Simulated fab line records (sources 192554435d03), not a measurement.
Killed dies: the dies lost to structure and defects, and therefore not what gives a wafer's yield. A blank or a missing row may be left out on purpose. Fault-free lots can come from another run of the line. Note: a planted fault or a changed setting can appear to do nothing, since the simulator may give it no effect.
fab line records	flow n5-finfet	part 1 of 2: steps 1 to 19 of 30
record: lots: 5	wafers: 15	last-day: 17
route steps=1938 shown BEOL_M8@1359
lots with no fault: from the same line, run without faults
start-h: hours from the record's first day to the start of the lot's first wafer shown	wait-h: hours since the lot's step before	" the same as in the row above	L1.1+2: a row that stands for several wafers	- no value, or no start was given	* or withheld: withheld	< > ~ a bound
route shown NAME@n: a module of which the file shows steps, and the number in the route of the first	usual: mean and standard deviation over wafers with no fault	same: alike in all rows	chamber/n: place in a boat	sites: readings site by site	_std_site: their standard deviation	_edge_site: mean of outer sites minus mean of inner sites	radius-mm: how far each site lies from the wafer's centre	mask NAME#n: copy n	behind: the tool/chamber that last shaped the wafer	hold: why the lot was held/for how many hours/how that ended	device: the n, p or np transistor that did not switch	end of line: tests run on the same wafers once the route is complete	where a step has no rows: the recipe by itself	killed: not the wafer's yield, but the dies lost to structure and defects at the first sort	map: a wafer's dies, marking killed ones x, the rest . and places with no die _
set.NAME: the setting as run; set.NAME@STEP: as run at that earlier step	model.NAME: the simulator's own value behind a step, which no gauge read
lots at selected steps of the route; one table per step, one row per wafer
services: when a tool's chamber went out of use (start-h, in hours from the record's first day, below 0 if earlier), for how many hours, and the reason
== steps ==
step: N5_BEOL_M8_COAT_22
recipe: resist: CAR-EUV	spin-rpm: 1500	resist-thk-nm: 30
usual: spin-speed-rpm: 1500.1/0.89
lot.wafer	tool	chamber	start-h	wait-h	spin-speed-rpm
L082.2	litho-track-05	0	-	-	1499.8
L082.3	"	0	"	"	1499.9
L082.6	"	0	"	"	1499.1
L086.3	litho-track-01	0	-	-	1499.7
L086.5	"	0	"	"	1500.0
L086.6	"	0	"	"	1501.9
L092.3	litho-track-01	0	-	-	1500.2
L092.4	"	0	"	"	1498.6
L092.6	"	0	"	"	1500.0
L093.1	litho-track-04	0	-	-	1498.6
L093.2	"	0	"	"	1499.8
L093.5	"	0	"	"	1499.5
L096.1	litho-track-01	0	-	-	1500.2
L096.2	"	0	"	"	1500.2
L096.4	"	0	"	"	1499.9
step: N5_BEOL_M8_EBR_24
recipe: solvent: PGMEA	ebr-width-mm: 1.5
lot.wafer	tool	chamber	start-h	wait-h
L082.2+3+6	litho-track-05	0	-	-
L086.3+5+6	litho-track-01	0	-	-
L092.3+4+6	litho-track-01	0	-	-
L093.1+2+5	litho-track-04	0	-	-
L096.1+2+4	litho-track-01	0	-	-
step: N5_BEOL_M8_SOFTBAKE_23
recipe: temp-c: 110	time-s: 60	resist: CAR-EUV
lot.wafer	tool	chamber	start-h	wait-h
L082.2+3+6	litho-track-05	0	-	-
L086.3+5+6	litho-track-01	0	-	-
L092.3+4+6	litho-track-01	0	-	-
L093.1+2+5	litho-track-04	0	-	-
L096.1+2+4	litho-track-01	0	-	-
step: N5_BEOL_M8_EXPOSE_25
recipe: mask-id: V7	na: 0.33	source-shape: annular	sigma-inner: 0.4	sigma-outer: 0.8	polarization: unpolarized	target-cd-nm: 40	dose-mj: 42.5
lot.wafer	tool	chamber	start-h	wait-h	mask
L082.2+3+6	euv-scanner-02	0	233.04	-	V7#0
L086.3+5+6	euv-scanner-02	0	274.27	-	V7#0
L092.3+4+6	euv-scanner-02	0	298.76	-	V7#0
L093.1+2+5	euv-scanner-02	0	313.48	-	V7#0
L096.1+2+4	euv-scanner-01	0	328.42	-	V7#0
step: N5_BEOL_M8_PEB_26
recipe: peb-temp-c: 100	peb-time-s: 60	resist: CAR-EUV
lot.wafer	tool	chamber	start-h	wait-h
L082.2+3+6	litho-track-01	0	233.10	0.1
L086.3+5+6	litho-track-04	0	274.32	0.0
L092.3+4+6	litho-track-01	0	298.82	0.0
L093.1+2+5	litho-track-01	0	313.54	0.1
L096.1+2+4	litho-track-04	0	328.49	0.1
step: N5_BEOL_M8_DEVELOP_27
recipe: develop-time-s: 30	developer: TMAH	resist: CAR-EUV	rinse-liquid: surfactant-rinse	dry: air-spin	dev-temp-c: 23
lot.wafer	tool	chamber	start-h	wait-h
L082.2+3+6	litho-track-01	0	-	-
L086.3+5+6	litho-track-04	0	-	-
L092.3+4+6	litho-track-01	0	-	-
L093.1+2+5	litho-track-01	0	-	-
L096.1+2+4	litho-track-04	0	-	-
step: N5_BEOL_M8_CD_MEAS_28
recipe: target-cd-nm: 40	landing-energy-ev: 500	detector: se-inlens
usual: cd-nm: 40.01/0.23
lot.wafer	tool	chamber	start-h	wait-h	cd-nm
L082.2	cd-sem-02	0	233.16	-	40.00
L082.3	"	0	"	"	40.19
L082.6	"	0	"	"	40.01
L086.3	cd-sem-01	0	274.39	-	39.87
L086.5	"	0	"	"	40.01
L086.6	"	0	"	"	39.83
L092.3	cd-sem-02	0	298.89	-	39.94
L092.4	"	0	"	"	40.20
L092.6	"	0	"	"	39.98
L093.1	cd-sem-02	0	313.61	-	40.10
L093.2	"	0	"	"	39.74
L093.5	"	0	"	"	40.00
L096.1	cd-sem-03	0	328.55	-	40.00
L096.2	"	0	"	"	39.76
L096.4	"	0	"	"	39.85
step: N5_BEOL_M8_OVL_MEAS_29
recipe: points-per-wafer: 522
usual: V7_OVL: -0.4/0.61
same: points-per-wafer: 522
lot.wafer	tool	chamber	start-h	wait-h	V7_OVL[nm]
L082.2	overlay-02	0	233.20	0.0	0.1
L082.3	"	0	"	"	0.3
L082.6	"	0	"	"	-0.3
L086.3	overlay-01	0	274.46	0.1	0.1
L086.5	"	0	"	"	0.3
L086.6	"	0	"	"	-0.3
L092.3	overlay-01	0	298.93	0.0	-0.2
L092.4	"	0	"	"	-1.0
L092.6	"	0	"	"	-1.1
L093.1	overlay-02	0	313.64	0.0	-0.4
L093.2	"	0	"	"	-0.9
L093.5	"	0	"	"	-0.8
L096.1	overlay-01	0	328.58	0.0	-0.7
L096.2	"	0	"	"	0.0
L096.4	"	0	"	"	-1.4
step: N5_BEOL_M8_INSPECT_30
recipe: mode: adi	inspect-instrument: brightfield
usual: raw-defect-count: 444/96
lot.wafer	tool	chamber	start-h	wait-h	raw-defect-count
L082.2	defect-inspect-01	-	233.25	0.0	352
L082.3	"	-	"	"	420
L082.6	"	-	"	"	452
L086.3	defect-inspect-01	-	274.51	0.0	430
L086.5	"	-	"	"	342
L086.6	"	-	"	"	435
L092.3	defect-inspect-01	-	298.97	0.0	585
L092.4	"	-	"	"	586
L092.6	"	-	"	"	505
L093.1	defect-inspect-02	-	313.70	0.1	704
L093.2	"	-	"	"	686
L093.5	"	-	"	"	670
L096.1	defect-inspect-01	-	328.64	0.1	502
L096.2	"	-	"	"	577
L096.4	"	-	"	"	552
step: N5_BEOL_M8_DESCUM_33
recipe: chemistry: O2	time-s: 7	source-power-w: 50	bias-power-w: 20	pressure-mtorr: 20	rf-frequency-hz: 2.712e+07	temp-c: 40	resist: CAR-EUV	o2-flow-sccm: 225
usual: drypump-motor-current-A: 5.5/0.5	oes-product-au: 0.78/0.08	rf-vpp-V: 243.1/1.5	showerhead-plenum-p-Torr: 2.09/0.088	throttle-valve-pct: 20.48/0.22
lot.wafer	tool	chamber	start-h	wait-h	drypump-motor-current-A	oes-product-au	rf-hours-counter-h	rf-vpp-V	showerhead-plenum-p-Torr	throttle-valve-pct
L082.2	rie-diel-05	0	233.29	0.0	5.9	0.76	141	243.2	2.18	20.71
L082.3	"	2	"	"	5.3	0.86	71	245.8	2.21	20.22
L082.6	"	2	"	"	5.3	0.86	-	242.8	2.21	20.23
L086.3	rie-diel-05	2	274.73	0.2	5.4	0.84	86	245.2	2.20	20.26
L086.5	"	2	"	"	5.4	0.83	-	245.1	2.20	20.26
L086.6	"	3	"	"	6.4	0.95	-	244.8	2.23	20.11
L092.3	rie-diel-05	3	299.23	0.3	6.4	0.93	18	244.0	2.22	20.14
L092.4	"	0	"	"	5.9	0.73	165	242.9	2.18	20.74
L092.6	"	0	"	"	5.9	0.72	-	244.4	2.18	20.74
L093.1	rie-diel-06	0	313.73	0.0	4.8	0.72	206	241.5	1.98	20.43
L093.2	"	2	"	"	5.3	0.70	234	241.8	2.06	20.67
L093.5	"	0	"	"	4.8	0.72	-	240.6	1.98	20.42
L096.1	rie-diel-05	1	328.94	0.3	5.1	0.81	95	241.8	2.01	20.24
L096.2	"	3	"	"	6.4	0.90	28	246.2	2.22	20.15
L096.4	"	0	"	"	5.9	0.72	176	243.7	2.17	20.76
step: N5_BEOL_M8_ETCH_72
recipe: chemistry: N2/H2	target: underlayer	target-depth-a: 65	mask-material: CAR-EUV	time-s: 5.2	ion-energy-ev: 200	pressure-mtorr: 30	source-w: 840	bias-w: 150	n2-flow-sccm: 200	h2-flow-sccm: 200	ends: cleared
usual: drypump-motor-current-A: 5.5/0.5	etch-rf-on-time-s: 5.20/0.14	oes-product-au: 0.66/0.068	rf-vpp-V: 524/3.1	showerhead-plenum-p-Torr: 2.54/0.11	throttle-valve-pct: 17.96/0.21
lot.wafer	tool	chamber	start-h	wait-h	drypump-motor-current-A	etch-rf-on-time-s	oes-product-au	rf-hours-counter-h	rf-vpp-V	showerhead-plenum-p-Torr	throttle-valve-pct
L082.2	rie-diel-05	0	233.32	0.0	5.9	5.00	0.65	141	529	2.64	18.07
L082.3	"	2	"	"	5.4	5.35	0.71	71	528	2.70	17.79
L082.6	"	2	"	"	5.4	5.35	0.71	-	527	2.70	17.77
L086.3	rie-diel-05	2	274.76	0.0	5.4	5.39	0.70	86	528	2.69	17.80
L086.5	"	2	"	"	5.4	5.40	0.70	-	528	2.69	17.80
L086.6	"	3	"	"	6.4	5.31	0.80	-	526	2.70	17.51
L092.3	rie-diel-05	3	299.26	0.0	6.4	5.37	0.76	18	528	2.70	17.55
L092.4	"	0	"	"	5.9	5.07	0.63	165	526	2.63	18.13
L092.6	"	0	"	"	5.9	5.08	0.62	-	528	2.63	18.12
L093.1	rie-diel-06	0	313.77	0.0	4.8	5.29	0.60	206	519	2.40	17.78
L093.2	"	2	"	"	5.3	5.21	0.60	234	524	2.51	18.21
L093.5	"	0	"	"	4.8	5.29	0.60	-	520	2.40	17.78
L096.1	rie-diel-05	1	328.97	0.0	5.1	5.27	0.68	95	524	2.46	17.77
L096.2	"	3	"	"	6.4	5.40	0.74	28	528	2.69	17.58
L096.4	"	0	"	"	5.9	5.10	0.62	176	526	2.63	18.14
step: N5_BEOL_M8_ETCH_65
recipe: chemistry: CF4	target: SiARC	target-depth-a: 156	mask-material: CAR-EUV	time-s: 26	ion-energy-ev: 80	pressure-mtorr: 40	source-w: 545	bias-w: 36	Ar_flow_sccm: 100	cf4-flow-sccm: 100	ends: cleared
usual: drypump-motor-current-A: 5.5/0.5	etch-rf-on-time-s: 26.0/0.69	oes-product-au: 0.66/0.067	rf-vpp-V: 184.1/1.3	showerhead-plenum-p-Torr: 2.14/0.084	throttle-valve-pct: 15.69/0.22
lot.wafer	tool	chamber	start-h	wait-h	drypump-motor-current-A	etch-rf-on-time-s	oes-product-au	rf-hours-counter-h	rf-vpp-V	showerhead-plenum-p-Torr	throttle-valve-pct
L082.2	rie-diel-05	0	233.34	0.0	5.9	25.2	0.64	141	185.1	2.25	15.98
L082.3	"	2	"	"	5.4	26.6	0.72	71	185.8	2.24	15.36
L082.6	"	2	"	"	5.4	26.8	0.71	-	185.8	2.24	15.35
L086.3	rie-diel-05	2	274.78	0.0	5.3	27.7	0.69	86	185.0	2.23	15.37
L086.5	"	2	"	"	5.4	27.6	0.68	-	186.2	2.23	15.37
L086.6	"	3	"	"	6.4	26.7	0.80	-	185.4	2.28	15.30
L092.3	rie-diel-05	3	299.28	0.0	6.4	26.4	0.77	18	183.9	2.28	15.32
L092.4	"	0	"	"	5.9	25.3	0.62	165	184.0	2.24	16.03
L092.6	"	0	"	"	5.9	25.3	0.62	-	186.5	2.24	16.01
L093.1	rie-diel-06	0	313.78	0.0	4.8	25.7	0.61	206	183.2	2.04	15.73
L093.2	"	2	"	"	5.3	25.6	0.60	234	184.3	2.10	15.89
L093.5	"	0	"	"	4.8	26.0	0.61	-	182.7	2.04	15.73
L096.1	rie-diel-05	1	328.99	0.0	5.1	26.4	0.68	95	183.1	2.09	15.59
L096.2	"	3	"	"	6.4	26.6	0.75	28	186.9	2.27	15.35
L096.4	"	0	"	"	5.9	25.4	0.62	176	184.0	2.24	16.05
step: N5_BEOL_M8_ETCH_66
recipe: chemistry: N2/H2	target: SOC	target-depth-a: 800	overetch-a: 160	mask-material: SiARC	temp-c: 40	time-s: 120	ion-energy-ev: 200	pressure-mtorr: 30	source-w: 840	bias-w: 150	n2-flow-sccm: 200	h2-flow-sccm: 200
usual: drypump-motor-current-A: 5.5/0.5	oes-product-au: 0.59/0.06	rf-vpp-V: 524/3	showerhead-plenum-p-Torr: 2.54/0.11	throttle-valve-pct: 17.92/0.2
lot.wafer	tool	chamber	start-h	wait-h	drypump-motor-current-A	oes-product-au	rf-hours-counter-h	rf-vpp-V	showerhead-plenum-p-Torr	throttle-valve-pct
L082.2	rie-diel-05	0	233.37	0.0	5.9	0.57	141	527	2.64	18.02
L082.3	"	2	"	"	5.4	0.64	71	527	2.70	17.75
L082.6	"	2	"	"	5.4	0.65	-	528	2.70	17.73
L086.3	rie-diel-05	2	274.81	0.0	5.4	0.64	86	528	2.69	17.77
L086.5	"	2	"	"	5.4	0.65	-	528	2.69	17.75
L086.6	"	3	"	"	6.4	0.73	-	529	2.70	17.50
L092.3	rie-diel-05	3	299.31	0.0	6.4	0.70	18	528	2.70	17.52
L092.4	"	0	"	"	5.9	0.55	165	528	2.63	18.07
L092.6	"	0	"	"	5.9	0.55	-	527	2.63	18.09
L093.1	rie-diel-06	0	313.81	0.0	4.8	0.55	206	520	2.40	17.74
L093.2	"	2	"	"	5.3	0.53	234	525	2.51	18.17
L093.5	"	0	"	"	4.8	0.55	-	521	2.40	17.75
L096.1	rie-diel-05	1	329.02	0.0	5.1	0.62	95	521	2.46	17.72
L096.2	"	3	"	"	6.4	0.69	28	527	2.69	17.53
L096.4	"	0	"	"	5.9	0.54	176	527	2.63	18.08
step: N5_BEOL_M8_STRIP_69
recipe: chemistry: N2/H2	temp-c: 40	n2-flow-sccm: 200	h2-flow-sccm: 200	rf-frequency-hz: 6e+07
lot.wafer	tool	chamber	start-h	wait-h
L082.2+3+6	rie-diel-05	0,2,2	233.45	0.0
L086.3+5+6	rie-diel-05	2,2,3	274.89	0.0
L092.3+4+6	rie-diel-05	3,0,0	299.39	0.0
L093.1+2+5	rie-diel-06	0,2,0	313.89	0.0
L096.1+2+4	rie-diel-05	1,3,0	329.10	0.0
step: N5_BEOL_M8_STRIP_73
recipe: chemistry: N2/H2	temp-c: 40	n2-flow-sccm: 200	h2-flow-sccm: 200	rf-frequency-hz: 6e+07
lot.wafer	tool	chamber	start-h	wait-h
L082.2+3+6	rie-diel-05	0,2,2	233.46	0.0
L086.3+5+6	rie-diel-05	2,2,3	274.90	0.0
L092.3+4+6	rie-diel-05	3,0,0	299.40	0.0
L093.1+2+5	rie-diel-06	0,2,0	313.90	0.0
L096.1+2+4	rie-diel-05	1,3,0	329.11	0.0
step: N5_BEOL_M8_VIA_ETCH_34
recipe: chemistry: C4F6/O2	target: SiCOH_lowk	target-depth-a: 1255	mask-material: SOC	taper-deg: 4	time-s: 50.5	ion-energy-ev: 250	pressure-mtorr: 30	source-w: 345	bias-w: 185	Ar_flow_sccm: 300	C4F6_flow_sccm: 10	O2_flow_sccm: 10
usual: O2_flow_sccm: 10.00/0.032	drypump-motor-current-A: 5.5/0.5	oes-product-au: 0.77/0.081	rf-vpp-V: 658/11	showerhead-plenum-p-Torr: 2.85/0.11	throttle-valve-pct: 21.00/0.25
lot.wafer	tool	chamber	start-h	wait-h	O2_flow_sccm	drypump-motor-current-A	oes-product-au	rf-hours-counter-h	rf-vpp-V	showerhead-plenum-p-Torr	throttle-valve-pct
L082.2	rie-diel-05	0	233.47	0.0	9.97	5.9	0.75	141	663	2.99	21.32
L082.3	"	2	"	"	10.01	5.4	0.84	71	663	2.97	20.57
L082.6	"	2	"	"	9.98	5.4	0.84	-	664	2.97	20.55
L086.3	rie-diel-05	2	274.91	0.0	10.03	5.4	0.80	86	663	2.96	20.59
L086.5	"	2	"	"	10.02	5.4	0.82	-	664	2.96	20.55
L086.6	"	3	"	"	9.99	6.4	0.93	-	656	3.02	20.60
L092.3	rie-diel-05	3	299.41	0.0	10.05	6.4	0.91	18	656	3.02	20.61
L092.4	"	0	"	"	10.03	5.8	0.73	165	663	2.98	21.35
L092.6	"	0	"	"	10.01	5.8	0.73	-	662	2.98	21.36
L093.1	rie-diel-06	0	313.91	0.0	9.98	4.8	0.72	206	641	2.74	21.07
L093.2	"	2	"	"	9.98	5.3	0.70	234	645	2.80	21.10
L093.5	"	0	"	"	9.95	4.8	0.72	-	640	2.74	21.09
L096.1	rie-diel-05	1	329.12	0.0	10.06	5.1	0.81	95	654	2.77	20.89
L096.2	"	3	"	"	10.01	6.4	0.89	28	654	3.01	20.64
L096.4	"	0	"	"	10.01	5.9	0.71	176	664	2.97	21.37
step: N5_BEOL_M8_STRIP_76
recipe: chemistry: C4F6/O2	resist: SiARC	rf-frequency-hz: 6e+07
lot.wafer	tool	chamber	start-h	wait-h
L082.2+3+6	rie-diel-05	0,2,2	233.51	0.0
L086.3+5+6	rie-diel-05	2,2,3	274.95	0.0
L092.3+4+6	rie-diel-05	3,0,0	299.45	0.0
L093.1+2+5	rie-diel-06	0,2,0	313.95	0.0
L096.1+2+4	rie-diel-05	1,3,0	329.16	0.0
step: N5_BEOL_M8_STRIP_36
recipe: chemistry: N2/H2	power-w: 450	temp-c: 40	pressure-mtorr: 20	rf-frequency-hz: 6e+07	overash-fraction: 0.3	bias-power-w: 7	h2-frac: 0.5	n2-flow-sccm: 200	h2-flow-sccm: 200
usual: drypump-motor-current-A: 5.5/0.5	oes-product-au: 0.77/0.081	rf-vpp-V: 59.0/1.5	showerhead-plenum-p-Torr: 2.54/0.11	throttle-valve-pct: 23.77/0.27
lot.wafer	tool	chamber	start-h	wait-h	drypump-motor-current-A	oes-product-au	rf-hours-counter-h	rf-vpp-V	showerhead-plenum-p-Torr	throttle-valve-pct
L082.2	rie-diel-05	0	233.52	0.0	5.9	0.76	141	61.3	2.64	23.83
L082.3	"	2	"	"	5.4	0.86	71	57.0	2.70	23.61
L082.6	"	2	"	"	5.3	0.86	-	58.8	2.70	23.61
L086.3	rie-diel-05	2	274.96	0.0	5.4	0.82	86	61.5	2.69	23.62
L086.5	"	2	"	"	5.4	0.81	-	57.6	2.69	23.64
L086.6	"	3	"	"	6.4	0.95	-	59.4	2.70	23.40
L092.3	rie-diel-05	3	299.46	0.0	6.4	0.91	18	56.2	2.69	23.45
L092.4	"	0	"	"	5.9	0.73	165	58.7	2.63	23.84
L092.6	"	0	"	"	5.9	0.72	-	58.8	2.63	23.84
L093.1	rie-diel-06	0	313.96	0.0	4.8	0.72	206	58.0	2.40	23.35
L093.2	"	2	"	"	5.3	0.70	234	57.3	2.51	23.96
L093.5	"	0	"	"	4.8	0.72	-	60.4	2.40	23.30
L096.1	rie-diel-05	1	329.17	0.0	5.1	0.80	95	59.1	2.45	23.57
L096.2	"	3	"	"	6.4	0.90	28	57.1	2.69	23.43
L096.4	"	0	"	"	5.8	0.71	176	60.5	2.63	23.85
step: N5_BEOL_M8_TRENCH_ETCH_37
recipe: chemistry: C4F6/O2	target-depth-a: 934.78	target: SiCOH_lowk	time-s: 31.2	ion-energy-ev: 250	pressure-mtorr: 30	source-w: 345	bias-w: 185	Ar_flow_sccm: 300	C4F6_flow_sccm: 10	O2_flow_sccm: 10
usual: O2_flow_sccm: 10.00/0.031	drypump-motor-current-A: 5.5/0.5	oes-product-au: 0.77/0.08	rf-vpp-V: 658/11	showerhead-plenum-p-Torr: 2.85/0.11	throttle-valve-pct: 21.03/0.25
lot.wafer	tool	chamber	start-h	wait-h	O2_flow_sccm	drypump-motor-current-A	oes-product-au	rf-hours-counter-h	rf-vpp-V	showerhead-plenum-p-Torr	throttle-valve-pct
L082.2	rie-diel-05	0	-	-	10.01	5.9	0.75	141	664	2.99	21.37
L082.3	"	2	"	"	10.06	5.4	0.83	71	662	2.97	20.59
L082.6	"	2	"	"	10.03	5.4	0.84	-	664	2.97	20.59
L086.3	rie-diel-05	2	-	-	10.01	5.4	0.82	86	663	2.96	20.60
L086.5	"	2	"	"	10.08	5.4	0.81	-	663	2.96	20.60
L086.6	"	3	"	"	10.02	6.4	0.93	-	654	3.02	20.63
L092.3	rie-diel-05	3	-	-	10.02	6.4	0.91	18	656	3.02	20.64
L092.4	"	0	"	"	9.96	5.9	0.73	165	663	2.98	21.39
L092.6	"	0	"	"	9.96	5.9	0.73	-	663	2.98	21.39
L093.1	rie-diel-06	0	-	-	9.99	4.8	0.71	206	640	2.74	21.11
L093.2	"	2	"	"	9.96	5.3	0.69	234	646	2.80	21.12
L093.5	"	0	"	"	10.00	4.8	0.71	-	641	2.74	21.10
L096.1	rie-diel-05	1	-	-	10.01	5.1	0.81	95	653	2.77	20.94
L096.2	"	3	"	"	9.98	6.4	0.88	28	654	3.01	20.66
L096.4	"	0	"	"	9.99	5.9	0.72	176	664	2.97	21.39
